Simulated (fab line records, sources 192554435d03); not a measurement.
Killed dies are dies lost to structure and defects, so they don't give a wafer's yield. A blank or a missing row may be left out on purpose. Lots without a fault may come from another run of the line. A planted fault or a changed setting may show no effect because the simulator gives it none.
fab line records | flow n5_finfet
record lots=23 wafers=69 last_day=19
route steps=1938 shown BEOL_M8@1377 BEOL_M9@1401 BEOL_M10@1490
lots that met no fault: from a run of the same line without faults
start_h: hours from the record's first day to the start of the lot's first wafer shown | wait_h: hours since the lot's step before | " the same as in the row above | L1.1+2: a row that stands for several wafers | - no value, or no start given | * or withheld: withheld | < > ~ a bound
route shown NAME@n: a module of which the file shows steps, and the number in the route of the first | usual: mean/standard deviation of fault-free wafers | same: alike in all rows | chamber/n: place in a boat | sites: the reading at each site | _std_site: their standard deviation | _edge_site: outer sites' mean less inner sites' | radius_mm: how far each site lies from the wafer's centre | mask NAME#n: copy n | behind: the tool/chamber that last shaped the wafer | hold: why the lot was held/for how many hours/how that ended | device: the transistor (n, p or np) that didn't switch | end of line: the same wafers' tests at the end of the route | a step without rows: its recipe alone | killed: dies lost to structure and defects at the first sort, not the wafer's yield | map: a wafer's dies, x killed, . not, _ none there
set.NAME: the setting as run; set.NAME@STEP: as run at that earlier step | model.NAME: the simulator's own value behind a step, which no gauge read
steps of the route over a sample of lots; a table a step, a row a wafer
services: from which hour (start_h, from the record's first day; less than 0 if before it) a tool's chamber was out of use, for how many hours, and why
## steps
# step N5_BEOL_M8_TRENCH_ETCH_37
# recipe chemistry=C4F6/O2 target_depth_a=934.78 target=SiCOH_lowk time_s=31.2 ion_energy_ev=250 pressure_mtorr=30 source_w=345 bias_w=185 Ar_flow_sccm=300 C4F6_flow_sccm=10 O2_flow_sccm=10
# usual drypump_motor_current_A=5.8/0.42 oes_product_au=0.80/0.11 rf_vpp_V=663/13 showerhead_plenum_p_Torr=2.85/0.11 throttle_valve_pct=20.90/0.28
# columns lot.wafer tool chamber start_h wait_h drypump_motor_current_A oes_product_au rf_hours_counter_h rf_vpp_V showerhead_plenum_p_Torr throttle_valve_pct
L074.1 rie_diel-05 0 - - 6.1 0.69 243 641 2.70 20.86
L074.2 " 3 " " 6.1 0.72 209 641 2.69 20.80
L074.3 " 2 " " 6.1 0.73 180 682 2.94 21.14
L075.1 rie_diel-05 3 - - 6.1 0.71 211 642 2.69 20.79
L075.2 " 0 " " 6.1 0.70 245 642 2.70 20.86
L075.5 " 0 " " 6.1 0.69 - 643 2.70 20.87
L076.1 rie_diel-03 3 - - 5.2 0.70 200 668 2.71 21.16
L076.2 " 1 " " 6.1 0.99 3 659 2.79 20.30
L076.5 " 0 " " 6.2 0.68 - 673 2.93 21.17
L077.1 rie_diel-03 3 - - 5.2 0.71 200 667 2.71 21.16
L077.2 " 0 " " 6.2 0.68 218 673 2.93 21.13
L077.5 " 3 " " 5.2 0.71 - 667 2.71 21.18
L078.1 rie_diel-05 2 - - 6.1 0.72 190 680 2.94 21.17
L078.3 " 3 " " 6.1 0.71 219 641 2.69 20.82
L078.6 " 3 " " 6.1 0.71 - 641 2.69 20.82
L079.2 rie_diel-05 2 - - 6.1 0.72 191 680 2.94 21.15
L079.3 " 3 " " 6.1 0.71 219 641 2.69 20.82
L079.6 " 1 " " 5.5 0.66 - 651 2.79 21.07
L080.1 rie_diel-01 3 - - 5.7 0.89 31 656 3.03 21.27
L080.2 " 2 " " 5.5 0.87 64 682 2.87 20.72
L080.6 " 1 " " 6.1 0.87 - 685 2.90 20.75
L082.1 rie_diel-05 2 - - 6.1 0.71 198 681 2.94 21.16
L082.2 " 0 " " 6.1 0.96 2 654 3.03 20.52
L082.5 " 2 " " 6.1 0.71 - 681 2.94 21.17
L081.2 rie_diel-03 0 - - 6.2 0.66 231 674 2.92 21.17
L081.5 " 2 " " 5.2 0.94 - 661 2.82 20.95
L081.6 " 3 " " 5.1 0.70 - 666 2.70 21.19
L083.1 rie_diel-01 3 - - 5.7 0.87 35 655 3.02 21.27
L083.4 " 0 " " 5.1 0.76 125 675 2.96 20.85
L083.6 " 2 " " 5.5 0.84 - 683 2.87 20.74
L085.2 rie_diel-03 1 - - 6.1 0.93 20 658 2.79 20.33
L085.4 " 3 " " 5.1 0.70 217 667 2.70 21.19
L085.5 " 2 " " 5.2 0.95 - 662 2.82 20.97
L084.4 rie_diel-03 3 - - 5.1 0.69 218 667 2.70 21.19
L084.5 " 3 " " 5.1 0.69 - 666 2.70 21.21
L084.6 " 0 " " 6.2 0.66 - 673 2.92 21.17
L086.1 rie_diel-05 0 - - 6.1 0.90 19 654 3.02 20.53
L086.2 " 1 " " 5.5 0.94 4 652 2.78 20.68
L086.6 " 3 " " 6.1 0.69 - 640 2.68 20.86
L087.4 rie_diel-03 0 - - 6.2 0.66 245 672 2.92 21.19
L087.5 " 3 " " 5.1 0.69 - 665 2.69 21.22
L087.6 " 0 " " 6.2 0.66 - 674 2.92 21.19
L089.1 rie_diel-03 0 - - 6.2 0.66 247 673 2.92 21.19
L089.5 " 3 " " 5.2 0.68 - 666 2.69 21.22
L089.6 " 2 " " 5.2 0.90 - 661 2.81 21.01
L088.1 rie_diel-03 0 - - 6.2 0.66 249 671 2.91 21.20
L088.3 " 2 " " 5.2 0.89 29 661 2.81 21.01
L088.5 " 0 " " 6.2 0.66 - 674 2.91 21.19
L091.2 rie_diel-05 1 - - 5.5 0.91 12 651 2.78 20.67
L091.3 " 0 " " 6.1 0.89 27 653 3.02 20.55
L091.4 " 2 " " 6.1 0.70 - 681 2.92 21.21
L090.1 rie_diel-05 1 - - 5.5 0.90 18 650 2.78 20.72
L090.2 " 0 " " 6.1 0.88 35 654 3.02 20.57
L090.5 " 1 " " 5.5 0.90 - 651 2.78 20.71
L092.1 rie_diel-05 2 - - 6.1 0.69 236 679 2.92 21.22
L092.2 " 3 " " 6.1 0.99 2 651 3.01 20.54
L092.6 " 1 " " 5.5 0.89 - 651 2.78 20.71
L093.3 rie_diel-03 1 - - 6.1 0.87 48 658 2.77 20.36
L093.5 " 3 " " 5.1 0.98 - 678 3.02 20.82
L093.6 " 2 " " 5.2 0.87 - 660 2.80 21.02
L094.1 rie_diel-03 2 - - 5.2 0.88 42 661 2.80 21.01
L094.4 " 0 " " 6.2 0.96 6 673 2.91 20.80
L094.5 " 3 " " 5.1 0.99 - 676 3.02 20.83
L097.1 rie_diel-01 3 - - 5.6 0.81 74 655 3.01 21.33
L097.3 " 2 " " 5.6 0.79 106 682 2.85 20.79
L097.6 " 3 " " 5.7 0.81 - 655 3.01 21.33
L095.2 rie_diel-05 1 - - 5.5 0.86 39 650 2.77 20.71
L095.3 " 0 " " 6.1 0.84 58 653 3.01 20.61
L095.6 " 3 " " 6.1 0.93 - 651 3.00 20.55
# step N5_BEOL_M9_ILD_DEP_00
# recipe material=SiCOH_lowk target_thk_a=3085.1 temp_c=300 precursor=DEMS/porogen pressure_torr=5 rf_w=500 time_s=58
# usual heater_power_outer_w=157/29 heater_power_w=320/52 showerhead_plenum_p_Torr=5.747/0.018 susceptor_temp_C=299.99/0.18 throttle_valve_pct=13.6/0.99
# columns lot.wafer tool chamber start_h wait_h heater_power_outer_w heater_power_w showerhead_plenum_p_Torr susceptor_temp_C throttle_valve_pct
L074.1 pecvd-02 0 203.89 0.0 137 311 5.717 300.04 13.3
L074.2 " 1 " " 183 391 5.740 299.99 14.6
L074.3 " 1 " " 190 396 5.733 299.87 14.4
L075.1 pecvd-03 2 211.01 0.0 105 213 5.738 300.24 12.3
L075.2 " 0 " " 192 369 5.785 299.61 15.1
L075.5 " 2 " " 108 217 5.745 299.97 11.9
L076.1 pecvd-01 1 216.54 0.0 115 256 5.752 299.96 13.1
L076.2 " 0 " " 183 385 5.728 300.16 14.2
L076.5 " 2 " " 174 329 5.722 299.76 12.8
L077.1 pecvd-01 0 216.63 0.0 191 398 5.729 300.02 14.2
L077.2 " 2 " " 151 297 5.743 300.22 13.1
L077.5 " 2 " " 158 307 5.751 300.38 12.8
L078.1 pecvd-01 0 228.40 0.0 132 328 5.730 300.10 14.3
L078.3 " 1 " " 138 284 5.754 299.97 13.4
L078.6 " 2 " " 188 353 5.772 300.11 12.8
L079.2 pecvd-02 2 231.68 0.0 181 326 5.759 299.94 12.5
L079.3 " 0 " " 130 297 5.731 300.56 13.1
L079.6 " 2 " " 192 325 5.736 300.11 12.4
L080.1 pecvd-02 0 240.44 0.0 176 366 5.705 300.17 13.1
L080.2 " 2 " " 160 284 5.746 300.00 12.4
L080.6 " 2 " " 167 294 5.752 300.13 12.5
L082.1 pecvd-03 2 244.39 0.0 97 209 5.730 299.85 12.2
L082.2 " 0 " " 187 363 5.782 300.00 15.0
L082.5 " 2 " " 105 214 5.739 300.13 11.8
L081.2 pecvd-03 2 245.44 0.0 81 186 5.741 300.08 12.1
L081.5 " 0 " " 158 316 5.783 300.01 14.9
L081.6 " 1 " " 177 348 5.756 299.81 14.7
L083.1 pecvd-01 0 252.62 0.0 166 364 5.733 299.98 14.3
L083.4 " 0 " " 172 365 5.727 299.55 14.0
L083.6 " 1 " " 113 251 5.765 299.83 13.2
L085.2 pecvd-02 1 260.00 0.0 190 381 5.760 300.03 14.6
L085.4 " 2 " " 175 314 5.757 299.79 12.4
L085.5 " 0 " " 161 326 5.724 300.03 13.2
L084.4 pecvd-02 2 260.56 0.1 165 294 5.744 300.26 12.5
L084.5 " 0 " " 163 344 5.722 299.95 13.2
L084.6 " 1 " " 166 357 5.728 299.94 14.5
L086.1 pecvd-03 0 286.10 0.0 168 343 5.763 299.97 15.0
L086.2 " 2 " " 102 218 5.731 299.94 12.2
L086.6 " 0 " " 172 344 5.766 300.14 15.1
L087.4 pecvd-01 1 290.64 0.1 147 298 5.746 300.17 13.2
L087.5 " 0 " " 144 342 5.734 299.62 14.1
L087.6 " 2 " " 190 343 5.743 299.85 13.0
L089.1 pecvd-02 2 296.17 0.0 167 299 5.743 300.02 12.5
L089.5 " 2 " " 180 310 5.733 299.99 12.2
L089.6 " 0 " " 157 327 5.715 300.08 13.3
L088.1 pecvd-03 2 300.11 0.0 95 205 5.734 299.70 12.3
L088.3 " 0 " " 181 356 5.771 300.24 15.3
L088.5 " 2 " " 102 210 5.726 300.07 12.2
L091.2 pecvd-02 0 304.17 0.0 134 315 5.733 300.21 13.3
L091.3 " 1 " " 197 410 5.762 300.06 14.4
L091.4 " 2 " " 172 301 5.746 299.77 12.4
L090.1 pecvd-01 1 320.90 0.0 150 309 5.763 299.71 13.3
L090.2 " 0 " " 176 379 5.726 300.05 14.1
L090.5 " 2 " " 188 343 5.751 300.16 12.7
L092.1 pecvd-03 0 336.38 0.0 164 342 5.769 299.97 15.0
L092.2 " 2 " " 101 215 5.737 300.02 12.1
L092.6 " 2 " " 108 218 5.727 299.97 12.3
L093.3 pecvd-01 1 352.30 0.0 100 244 5.753 299.91 13.1
L093.5 " 1 " " 109 249 5.741 299.96 13.3
L093.6 " 0 " " 148 349 5.728 299.83 14.1
L094.1 pecvd-03 1 357.67 0.0 139 307 5.773 299.97 14.8
L094.4 " 2 " " 110 229 5.746 299.99 12.4
L094.5 " 1 " " 143 303 5.747 299.85 14.7
L097.1 pecvd-01 2 384.39 0.0 176 326 5.758 299.95 13.4
L097.3 " 1 " " 143 293 5.765 299.44 12.9
L097.6 " 0 " " 132 315 5.715 299.99 14.1
L095.2 pecvd-03 2 394.34 0.0 105 220 5.750 300.05 12.7
L095.3 " 1 " " 192 364 5.772 300.19 14.6
L095.6 " 0 " " 153 330 5.778 299.85 15.2
# step N5_BEOL_M9_INSPECT_30
# recipe mode=adi inspect_instrument=brightfield
# usual raw_defect_count=404/81
# columns lot.wafer tool chamber start_h wait_h raw_defect_count
L074.1 defect_inspect-02 - 208.76 0.1 425
L074.2 " - " " 471
L074.3 " - " " 506
L075.1 defect_inspect-02 - 214.30 0.1 383
L075.2 " - " " 401
L075.5 " - " " 367
L076.1 defect_inspect-02 - 222.38 0.1 282
L076.2 " - " " 385
L076.5 " - " " 455
L077.1 defect_inspect-02 - 222.78 0.1 453
L077.2 " - " " 378
L077.5 " - " " 452
L078.1 defect_inspect-01 - 234.28 0.1 264
L078.3 " - " " 351
L078.6 " - " " 271
L079.2 defect_inspect-02 - 234.48 0.0 511
L079.3 " - " " 722
L079.6 " - " " 373
L080.1 defect_inspect-02 - 244.46 0.1 517
L080.2 " - " " 463
L080.6 " - " " 405
L081.2 defect_inspect-01 - 249.21 0.0 250
L081.5 " - " " 360
L081.6 " - " " 409
L082.1 defect_inspect-01 - 249.49 0.1 481
L082.2 " - " " 507
L082.5 " - " " 304
L083.1 defect_inspect-01 - 258.43 0.1 311
L083.4 " - " " 386
L083.6 " - " " 398
L085.2 defect_inspect-02 - 263.99 0.0 417
L085.4 " - " " 428
L085.5 " - " " 374
L084.4 defect_inspect-01 - 267.36 0.0 445
L084.5 " - " " 452
L084.6 " - " " 577
L086.1 defect_inspect-01 - 290.54 0.1 348
L086.2 " - " " 262
L086.6 " - " " 287
L087.4 defect_inspect-01 - 294.07 0.0 282
L087.5 " - " " 299
L087.6 " - " " 429
L089.1 defect_inspect-02 - 298.35 0.1 347
L089.5 " - " " 371
L089.6 " - " " 290
L088.1 defect_inspect-01 - 305.93 0.1 539
L088.3 " - " " 441
L088.5 " - " " 359
L091.2 defect_inspect-01 - 309.71 0.0 349
L091.3 " - " " 287
L091.4 " - " " 420
L090.1 defect_inspect-02 - 329.02 0.1 517
L090.2 " - " " 423
L090.5 " - " " 491
L092.1 defect_inspect-01 - 338.84 0.1 371
L092.2 " - " " 415
L092.6 " - " " 343
L093.3 defect_inspect-02 - 359.47 0.0 456
L093.5 " - " " 626
L093.6 " - " " 451
L094.1 defect_inspect-01 - 362.80 0.1 402
L094.4 " - " " 477
L094.5 " - " " 331
L097.1 defect_inspect-01 - 387.77 0.1 482
L097.3 " - " " 413
L097.6 " - " " 388
L095.2 defect_inspect-01 - 400.12 0.0 442
L095.3 " - " " 555
L095.6 " - " " 369
# step N5_BEOL_M9_STRIP_36
# recipe chemistry=N2/H2 power_w=450 temp_c=40 pressure_mtorr=20 rf_frequency_hz=6e+07 overash_fraction=0.3 bias_power_w=7 h2_frac=0.5 n2_flow_sccm=200 h2_flow_sccm=200
# usual drypump_motor_current_A=5.5/0.51 oes_product_au=0.78/0.073 rf_vpp_V=59.0/1.5 showerhead_plenum_p_Torr=2.55/0.06 throttle_valve_pct=23.73/0.27
# columns lot.wafer tool chamber start_h wait_h drypump_motor_current_A oes_product_au rf_hours_counter_h rf_vpp_V showerhead_plenum_p_Torr throttle_valve_pct
L074.1 rie_diel-06 0 209.51 0.0 4.9 0.68 239 61.1 2.51 23.40
L074.2 " 2 " " 5.8 0.74 169 60.2 2.52 24.11
L074.3 " 3 " " 6.3 0.93 12 60.5 2.51 23.85
L075.1 rie_diel-04 1 214.58 0.0 6.1 0.74 176 58.1 2.64 23.71
L075.2 " 2 " " 5.0 0.83 82 61.8 2.45 23.69
L075.5 " 2 " " 5.0 0.83 - 61.1 2.45 23.69
L076.1 rie_diel-04 2 222.66 0.0 5.0 0.84 85 58.9 2.45 23.71
L076.2 " 3 " " 5.3 0.83 65 58.4 2.57 23.59
L076.5 " 0 " " 5.1 0.79 - 60.4 2.55 23.45
L077.1 rie_diel-02 1 223.05 0.0 5.7 0.77 154 58.0 2.55 23.85
L077.2 " 0 " " 5.3 0.70 217 60.6 2.51 24.28
L077.5 " 3 " " 5.0 0.73 - 58.2 2.65 23.68
L078.1 rie_diel-04 3 234.55 0.0 5.3 0.81 68 61.4 2.57 23.57
L078.3 " 2 " " 5.0 0.83 89 61.6 2.45 23.70
L078.6 " 0 " " 5.1 0.79 - 56.4 2.55 23.44
L079.2 rie_diel-06 0 234.89 0.0 4.9 0.68 246 56.8 2.51 23.39
L079.3 " 1 " " 5.5 0.74 189 58.1 2.62 23.88
L079.6 " 3 " " 6.3 0.92 - 56.4 2.50 23.88
L080.1 rie_diel-04 1 244.74 0.0 6.1 0.73 187 61.3 2.63 23.72
L080.2 " 2 " " 5.0 0.82 92 60.8 2.44 23.70
L080.6 " 0 " " 5.1 0.77 - 57.4 2.54 23.48
L081.2 rie_diel-06 1 249.49 0.0 5.5 0.73 195 59.3 2.62 23.87
L081.5 " 2 " " 5.8 0.72 - 59.5 2.52 24.11
L081.6 " 3 " " 6.3 0.90 - 58.1 2.50 23.90
L082.1 rie_diel-02 0 249.90 0.0 5.3 0.71 225 57.2 2.51 24.29
L082.2 " 1 " " 5.8 0.77 162 57.6 2.54 23.87
L082.5 " 1 " " 5.8 0.75 - 59.6 2.54 23.86
L083.1 rie_diel-02 0 258.70 0.0 5.3 0.70 227 56.7 2.51 24.28
L083.4 " 3 " " 5.0 0.73 192 60.6 2.65 23.69
L083.6 " 1 " " 5.7 0.76 - 57.8 2.54 23.88
L085.2 rie_diel-04 2 264.27 0.0 5.0 0.81 99 58.5 2.44 23.71
L085.4 " 3 " " 5.3 0.82 78 60.5 2.57 23.59
L085.5 " 1 " " 6.2 0.74 - 58.2 2.63 23.73
L084.4 rie_diel-02 3 267.63 0.0 5.0 0.73 195 59.8 2.65 23.67
L084.5 " 0 " " 5.3 0.70 - 61.3 2.51 24.33
L084.6 " 3 " " 4.9 0.73 - 59.0 2.65 23.69
L086.1 rie_diel-04 2 291.22 0.0 5.0 0.82 107 58.3 2.44 23.72
L086.2 " 1 " " 6.1 0.71 201 60.1 2.63 23.75
L086.6 " 3 " " 5.3 0.79 - 58.0 2.56 23.61
L087.4 rie_diel-02 1 294.38 0.0 5.8 0.77 174 60.1 2.54 23.84
L087.5 " 1 " " 5.7 0.75 - 57.4 2.54 23.89
L087.6 " 0 " " 5.3 0.70 - 60.1 2.51 24.27
L089.1 rie_diel-04 2 298.72 0.0 5.0 0.81 109 61.4 2.44 23.71
L089.5 " 1 " " 6.2 0.71 - 57.4 2.63 23.78
L089.6 " 2 " " 5.0 0.82 - 59.7 2.44 23.72
L088.1 rie_diel-06 0 306.20 0.0 4.9 0.91 13 59.6 2.50 23.11
L088.3 " 2 " " 5.8 0.72 200 57.7 2.51 24.13
L088.5 " 2 " " 5.8 0.71 - 62.4 2.51 24.13
L091.2 rie_diel-06 3 309.99 0.0 6.3 0.87 44 58.1 2.49 23.92
L091.3 " 2 " " 5.8 0.74 201 58.5 2.51 24.12
L091.4 " 2 " " 5.8 0.73 - 59.7 2.51 24.12
L090.1 rie_diel-04 1 329.29 0.0 6.1 0.72 211 57.1 2.62 23.79
L090.2 " 3 " " 5.3 0.79 95 58.0 2.56 23.58
L090.5 " 0 " " 5.1 0.76 - 59.8 2.54 23.51
L092.1 rie_diel-02 3 339.12 0.0 5.0 0.72 213 60.7 2.64 23.69
L092.2 " 2 " " 6.4 0.88 53 57.5 2.58 23.60
L092.6 " 3 " " 4.9 0.72 - 56.1 2.64 23.72
L093.3 rie_diel-06 3 359.82 0.0 6.3 0.85 56 59.9 2.49 23.90
L093.5 " 1 " " 5.5 0.70 - 58.6 2.61 23.90
L093.6 " 0 " " 4.9 0.88 - 59.3 2.50 23.15
L094.1 rie_diel-06 2 363.08 0.0 5.8 0.70 215 58.2 2.51 24.11
L094.4 " 0 " " 4.9 0.87 26 57.2 2.50 23.15
L094.5 " 0 " " 4.9 0.89 - 56.8 2.50 23.13
L097.1 rie_diel-04 3 388.05 0.0 5.3 0.77 109 60.0 2.55 23.62
L097.3 " 1 " " 6.1 0.69 226 57.9 2.62 23.79
L097.6 " 3 " " 5.3 0.77 - 59.1 2.56 23.65
L095.2 rie_diel-02 0 400.40 0.0 5.3 0.96 9 59.6 2.50 23.91
L095.3 " 1 " " 5.7 0.73 201 59.2 2.53 23.91
L095.6 " 0 " " 5.3 0.96 - 58.4 2.50 23.90
# step N5_BEOL_M9_ANNEAL_51
# recipe temp_c=225 time_s=90 ambient=N2
# usual wafer_temp_C_max=225.77/0.23
# columns lot.wafer tool chamber start_h wait_h wafer_temp_C_max
L074.1 rtp_anneal-02 0 212.70 0.1 225.67
L074.2 " 0 " " 225.48
L074.3 " 0 " " 225.89
L075.1 rtp_anneal-02 0 216.74 0.1 225.72
L075.2 " 0 " " 225.92
L075.5 " 0 " " 225.94
L076.1 rtp_anneal-02 0 225.20 0.1 225.31
L076.2 " 0 " " 225.26
L076.5 " 0 " " 225.68
L077.1 rtp_anneal-02 0 225.58 0.1 225.76
L077.2 " 0 " " 225.48
L077.5 " 0 " " 225.70
L078.1 rtp_anneal-02 0 236.16 0.1 225.88
L078.3 " 0 " " 225.62
L078.6 " 0 " " 225.85
L079.2 rtp_anneal-02 0 237.48 0.5 225.47
L079.3 " 0 " " 225.37
L079.6 " 0 " " 225.37
L080.1 rtp_anneal-01 0 246.42 0.1 225.76
L080.2 " 0 " " 225.78
L080.6 " 0 " " 225.98
L081.2 rtp_anneal-01 0 251.33 0.4 225.85
L081.5 " 0 " " 226.17
L081.6 " 0 " " 225.91
L082.1 rtp_anneal-01 0 251.57 0.1 226.08
L082.2 " 0 " " 225.89
L082.5 " 0 " " 225.60
L083.1 rtp_anneal-01 0 260.84 0.1 226.02
L083.4 " 0 " " 226.37
L083.6 " 0 " " 225.92
L085.2 rtp_anneal-01 0 266.04 0.1 225.60
L085.4 " 0 " " 225.63
L085.5 " 0 " " 225.59
L084.4 rtp_anneal-02 0 269.74 0.2 225.45
L084.5 " 0 " " 225.69
L084.6 " 0 " " 226.13
L086.1 rtp_anneal-01 0 294.40 0.1 225.77
L086.2 " 0 " " 226.00
L086.6 " 0 " " 226.09
L087.4 rtp_anneal-01 0 296.25 0.2 226.10
L087.5 " 0 " " 226.24
L087.6 " 0 " " 225.43
L089.1 rtp_anneal-02 0 301.98 0.1 225.54
L089.5 " 0 " " 225.67
L089.6 " 0 " " 225.54
L088.1 rtp_anneal-01 0 308.43 0.5 225.77
L088.3 " 0 " " 225.78
L088.5 " 0 " " 225.68
L091.2 rtp_anneal-02 0 312.72 0.4 225.83
L091.3 " 0 " " 225.69
L091.4 " 0 " " 225.54
L090.1 rtp_anneal-02 0 331.39 0.3 225.99
L090.2 " 0 " " 225.44
L090.5 " 0 " " 225.90
L092.1 rtp_anneal-01 0 341.87 0.1 226.26
L092.2 " 0 " " 225.82
L092.6 " 0 " " 225.84
L093.3 rtp_anneal-02 0 361.93 0.1 226.01
L093.5 " 0 " " 226.17
L093.6 " 0 " " 225.83
L094.1 rtp_anneal-02 0 366.16 0.1 225.89
L094.4 " 0 " " 225.59
L094.5 " 0 " " 225.64
L097.1 rtp_anneal-01 0 390.15 0.4 226.09
L097.3 " 0 " " 225.76
L097.6 " 0 " " 226.08
L095.2 rtp_anneal-01 0 405.14 0.1 225.65
L095.3 " 0 " " 225.51
L095.6 " 0 " " 225.70
# step N5_BEOL_M10_STRIP_67
# recipe chemistry=CF4 resist=SiARC power_w=300 bias_power_w=75 pressure_mtorr=50 cf4_flow_sccm=150 rf_frequency_hz=6e+07
# usual cf4_flow_sccm=150.0/0.43 drypump_motor_current_A=5.7/0.42 oes_product_au=0.81/0.088 rf_vpp_V=271.7/1.7 showerhead_plenum_p_Torr=1.82/0.069 throttle_valve_pct=13.59/0.29
# columns lot.wafer tool chamber start_h wait_h cf4_flow_sccm drypump_motor_current_A oes_product_au rf_hours_counter_h rf_vpp_V showerhead_plenum_p_Torr throttle_valve_pct
L074.1 rie_diel-01 0 216.42 0.0 149.9 5.1 0.78 114 273.4 1.88 13.61
L074.2 " 3 " " 150.1 5.7 0.90 23 274.4 1.92 13.80
L074.3 " 1 " " 150.4 6.1 0.86 51 272.7 1.80 13.22
L075.1 rie_diel-05 1 221.97 0.0 150.5 5.5 0.68 245 269.8 1.78 13.93
L075.2 " 3 " " 149.9 6.1 0.72 217 269.9 1.71 13.74
L075.5 " 2 " " 149.3 6.1 0.74 - 273.4 1.84 13.80
L077.1 rie_diel-01 0 228.45 0.0 150.1 5.1 0.78 117 272.5 1.88 13.62
L077.2 " 2 " " 150.0 5.5 0.86 60 271.9 1.82 13.39
L077.5 " 3 " " 149.7 5.7 0.89 - 273.3 1.92 13.81
L076.1 rie_diel-01 0 228.74 0.0 149.8 5.1 0.78 117 271.3 1.88 13.62
L076.2 " 3 " " 150.3 5.7 0.89 27 273.1 1.92 13.83
L076.5 " 1 " " 150.2 6.1 0.86 - 272.2 1.80 13.24
L078.1 rie_diel-01 0 239.10 0.0 150.5 5.2 0.77 122 273.0 1.88 13.61
L078.3 " 1 " " 150.1 6.1 0.86 59 272.8 1.80 13.24
L078.6 " 3 " " 149.3 5.7 0.88 - 273.8 1.92 13.83
L079.2 rie_diel-01 2 241.06 0.0 151.0 5.5 0.85 65 273.1 1.82 13.40
L079.3 " 0 " " 149.1 5.2 0.77 123 273.9 1.88 13.63
L079.6 " 0 " " 149.8 5.2 0.76 - 273.4 1.88 13.64
L080.1 rie_diel-05 3 249.84 0.0 149.8 6.1 0.70 231 269.8 1.71 13.77
L080.2 " 0 " " 150.5 6.1 0.93 7 274.4 1.90 13.10
L080.6 " 0 " " 149.5 6.1 0.93 - 274.2 1.90 13.08
L081.2 rie_diel-05 0 253.58 0.0 149.7 6.1 0.93 8 272.2 1.90 13.09
L081.5 " 0 " " 150.3 6.1 0.93 - 273.6 1.90 13.08
L081.6 " 2 " " 150.1 6.1 0.72 - 272.7 1.84 13.85
L082.1 rie_diel-03 1 254.00 0.0 150.3 6.1 0.94 19 269.1 1.77 13.02
L082.2 " 3 " " 150.3 5.1 0.71 217 268.4 1.72 14.00
L082.5 " 3 " " 150.5 5.2 0.70 - 269.4 1.72 13.99
L083.1 rie_diel-05 2 266.01 0.0 149.3 6.1 0.71 210 273.2 1.84 13.85
L083.4 " 0 " " 149.3 6.1 0.91 - 274.3 1.90 13.11
L083.6 " 2 " " 149.8 6.1 0.72 - 272.2 1.84 13.84
L085.2 rie_diel-03 0 269.50 0.0 149.3 6.2 0.68 239 271.2 1.85 13.98
L085.4 " 0 " " 149.4 6.2 0.68 - 272.8 1.85 13.98
L085.5 " 2 " " 149.7 5.2 0.92 - 269.5 1.75 13.38
L084.4 rie_diel-03 3 273.04 0.0 149.7 5.1 0.70 - 269.9 1.71 14.00
L084.5 " 2 " " 150.5 5.2 0.91 - 272.9 1.75 13.38
L084.6 " 0 " " 149.4 6.2 0.68 - 273.1 1.85 13.98
L086.1 rie_diel-03 0 296.85 0.0 150.1 6.2 0.67 249 270.9 1.85 14.01
L086.2 " 2 " " 149.8 5.2 0.89 28 271.0 1.75 13.40
L086.6 " 2 " " 150.2 5.2 0.90 - 269.0 1.75 13.41
L087.4 rie_diel-05 2 299.50 0.0 149.5 6.1 0.71 221 273.3 1.83 13.90
L087.5 " 3 " " 150.4 6.1 0.70 - 267.6 1.71 13.81
L087.6 " 2 " " 150.2 6.1 0.71 - 271.9 1.83 13.89
L089.1 rie_diel-01 1 307.07 0.0 149.7 6.1 0.82 80 271.6 1.79 13.30
L089.5 " 3 " " 150.4 5.7 0.85 - 272.2 1.92 13.88
L089.6 " 2 " " 151.1 5.6 0.83 - 271.1 1.81 13.46
L088.1 rie_diel-01 3 311.40 0.0 150.1 5.7 0.85 54 273.6 1.91 13.89
L088.3 " 2 " " 149.9 5.5 0.82 88 268.9 1.81 13.44
L088.5 " 2 " " 149.9 5.5 0.82 - 271.5 1.81 13.46
L091.2 rie_diel-01 2 315.29 0.0 149.8 5.5 0.83 89 273.1 1.81 13.47
L091.3 " 3 " " 150.3 5.7 0.84 55 272.7 1.91 13.88
L091.4 " 0 " " 149.9 5.2 0.75 146 273.7 1.87 13.68
L090.1 rie_diel-03 2 333.97 0.0 149.6 5.2 0.89 36 269.8 1.75 13.42
L090.2 " 1 " " 149.9 6.1 0.89 43 268.8 1.76 13.11
L090.5 " 2 " " 150.6 5.2 0.88 - 270.3 1.75 13.42
L092.1 rie_diel-05 1 346.20 0.0 150.0 5.5 0.87 26 271.0 1.77 13.42
L092.2 " 2 " " 150.7 6.1 0.70 241 273.4 1.83 13.92
L092.6 " 3 " " 150.3 6.1 0.96 - 274.1 1.91 13.26
L093.3 rie_diel-05 2 364.22 0.0 149.2 6.2 0.69 246 273.1 1.83 13.91
L093.5 " 1 " " 149.6 5.5 0.86 - 269.5 1.77 13.44
L093.6 " 2 " " 149.8 6.1 0.69 - 271.4 1.83 13.92
L094.1 rie_diel-03 2 372.01 0.0 149.3 5.2 0.87 49 270.2 1.74 13.45
L094.4 " 0 " " 149.9 6.2 0.92 12 273.0 1.85 13.44
L094.5 " 1 " " 149.4 6.1 0.87 - 270.5 1.76 13.13
L097.1 rie_diel-01 2 393.51 0.0 150.0 5.6 0.81 109 270.4 1.81 13.51
L097.3 " 3 " " 150.9 5.7 0.82 77 271.5 1.91 13.93
L097.6 " 3 " " 150.2 5.7 0.82 - 274.0 1.91 13.91
L095.2 rie_diel-03 3 407.51 0.0 150.3 5.1 0.91 19 273.9 1.91 13.52
L095.3 " 2 " " 150.1 5.2 0.85 60 269.7 1.74 13.46
L095.6 " 3 " " 149.8 5.1 0.91 - 273.5 1.91 13.52
## services
# columns tool chamber start_h hours kind
rie_diel-06 - 177.84 0.6 repair
rtp_anneal-01 - 180.85 2.4 pm
rie_diel-04 0 185.19 4.0 repair
pecvd-03 - 189.70 2.8 pm
rie_diel-03 1 192.64 - clean
rie_diel-01 - 216.73 1.2 repair
pecvd-02 - 231.82 5.6 repair
rie_diel-06 3 235.37 2.3 repair
rie_diel-05 1 237.91 6.5 repair
rie_diel-03 0 258.93 7.9 repair
rie_diel-03 1 266.71 8.6 repair
rie_diel-03 1 289.50 8.2 repair
rie_diel-06 1 295.74 3.9 repair
rie_diel-06 1 303.97 8.4 repair
rie_diel-05 1 308.63 4.9 repair
rie_diel-03 2 309.62 9.7 repair
rie_diel-05 1 329.31 1.2 repair
rie_diel-06 0 337.93 3.2 repair
rie_diel-04 3 342.35 3.4 repair
rie_diel-02 3 347.28 2.8 repair
rie_diel-04 0 359.94 1.7 repair
pecvd-01 - 393.43 1.5 repair
rie_diel-04 3 395.94 23.0 repair
rie_diel-04 - 403.75 0.9 repair
## key
fault none
